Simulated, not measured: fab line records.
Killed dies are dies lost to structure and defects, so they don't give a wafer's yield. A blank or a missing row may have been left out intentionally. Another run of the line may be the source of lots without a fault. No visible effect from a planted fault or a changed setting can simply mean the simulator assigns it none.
Comparing a struck lot with a sound one | flow n5_finfet | 15 steps out of a route of 1938
Sound: wafers L652.4, L652.5, L652.6. Struck: wafers L659.1, L659.4. (L659.3 of the same lot was not struck and is left out.) The cause comes at the end.
At each step with rows: each side's tool, then ch and its chambers, then its first start. Under that, the readings that differ: sound wafers | struck wafers | difference of the means | sigmas: that difference in standard deviations of wafers without a fault.
alike: readings whose means differ by less than 2 such deviations, and words and numbers that are the same on both sides. not compared: withheld readings, readings that some wafer has no value for, bounds like >300 that may hide the same value, and numbers for which the record gives no deviation and whose values overlap.
Wherever a step has rows on one side only, a row that says differs or no value, or a row with sigmas, the two part there. Numbers that don't overlap but have no deviation are shown without sigmas and don't part them. A reading that every wafer of one side lacks parts them only if that side has two wafers or more.

first, 4 steps without rows for these wafers: N5_BEOL_M11_SOFTBAKE_06 (time 60 s); N5_BEOL_M11_EXPOSE_08 (exposes mask M11); N5_BEOL_M11_PEB_09 (peb time 60 s); N5_BEOL_M11_DEVELOP_10 (develop time 30 s).
N5_BEOL_M11_CD_MEAS_11 targets a cd of 64.1 nm.
  sound on cd_sem-01 ch 0, day 12 17:13; struck on cd_sem-03 ch 0, day 14 05:38
  alike: cd_nm
N5_BEOL_M11_OVL_MEAS_12:
  sound on overlay-01 ch 0, day 12 17:14; struck on overlay-01 ch 0, day 14 05:40
  alike: M11_OVL
N5_BEOL_M11_INSPECT_13: inspects for defects (brightfield).
  sound: defect_inspect-01 at day 12 17:16; struck: defect_inspect-02 at day 14 05:42
  reading          | sound       | struck  | difference | sigmas
  raw_defect_count | 528 539 596 | 259 299 | -275       | -3
N5_BEOL_M11_DESCUM_16: chemistry O2, time 7.9 s.
  sound on rie_diel-04 ch 0,3, day 12 17:17; struck on rie_diel-02 ch 0,3, day 14 06:01
  alike: chamber_pressure_mTorr, drypump_motor_current_A, oes_product_au, rf_vpp_V, showerhead_plenum_p_Torr, throttle_valve_pct
  not compared: rf_hours_counter_h
N5_BEOL_M11_ETCH_61: etches SiARC in CF4, target depth 39 nm, time 65 s.
  sound on rie_diel-04 ch 0,3, day 12 17:20; struck on rie_diel-02 ch 0,3, day 14 06:03
  reading               | sound          | struck    | difference | sigmas
  etch_rf_on_time_s (s) | 68.9 64.4 68.2 | 63.8 61.4 | -4.6       | -2
  alike: cf4_flow_sccm, chamber_pressure_mTorr, drypump_motor_current_A, oes_product_au, rf_vpp_V, showerhead_plenum_p_Torr, throttle_valve_pct
  not compared: rf_hours_counter_h
N5_BEOL_M11_ETCH_62: etches SOC in N2/H2, target depth 110 nm, overetch 22 nm, time 165 s.
  sound on rie_diel-04 ch 0,3, day 12 17:23; struck on rie_diel-02 ch 0,3, day 14 06:06
  alike: chamber_pressure_mTorr, drypump_motor_current_A, n2_flow_sccm, oes_product_au, rf_vpp_V, showerhead_plenum_p_Torr, throttle_valve_pct
  not compared: rf_hours_counter_h
then, 1 step without rows for these wafers: N5_BEOL_M11_STRIP_68 (strips in N2/H2).
N5_BEOL_M11_STRIP_67: strips in CF4.
  sound on rie_diel-04 ch 0,3, day 12 17:31; struck on rie_diel-02 ch 0,3, day 14 06:15
  alike: cf4_flow_sccm, chamber_pressure_mTorr, drypump_motor_current_A, oes_product_au, rf_vpp_V, showerhead_plenum_p_Torr, throttle_valve_pct
  not compared: rf_hours_counter_h
N5_BEOL_M11_HM_OPEN_17: chemistry Cl2/BCl3, target TiN, target depth 20 nm, overetch 6 nm.
  sound on rie_metal-03 ch 0,1, day 12 17:35; struck on rie_metal-03 ch 0, day 14 06:17
  reading                                   | sound          | struck    | difference | sigmas
  model.SOC_of_BEOL_M11_COAT_59.thk_nm (nm) | 92.2 92.2 91.8 | 88.8 88.8 | -3.3       |
  alike: chamber_pressure_mTorr, drypump_motor_current_A, he_backside_leak_sccm, oes_product_au, throttle_valve_pct
  not compared: rf_hours_counter_h
N5_BEOL_M11_STRIP_19: strips in O2.
  sound on rie_diel-02 ch 0,1,3, day 12 17:40; struck on rie_diel-02 ch 1,2, day 14 06:24
  alike: chamber_pressure_mTorr, drypump_motor_current_A, oes_product_au, rf_vpp_V, showerhead_plenum_p_Torr, throttle_valve_pct
  not compared: rf_hours_counter_h
then, 1 step without rows for these wafers: N5_PASSIVATION_PROBE_49.

## WHERE THEY PART
Last at N5_BEOL_M11_ETCH_61 as far as this record goes, first at N5_BEOL_M11_INSPECT_13. Later steps at which nothing parts them and some readings are alike: N5_BEOL_M11_ETCH_62, N5_BEOL_M11_STRIP_67, N5_BEOL_M11_HM_OPEN_17, N5_BEOL_M11_STRIP_19.

WHY: what had been put in by the simulator
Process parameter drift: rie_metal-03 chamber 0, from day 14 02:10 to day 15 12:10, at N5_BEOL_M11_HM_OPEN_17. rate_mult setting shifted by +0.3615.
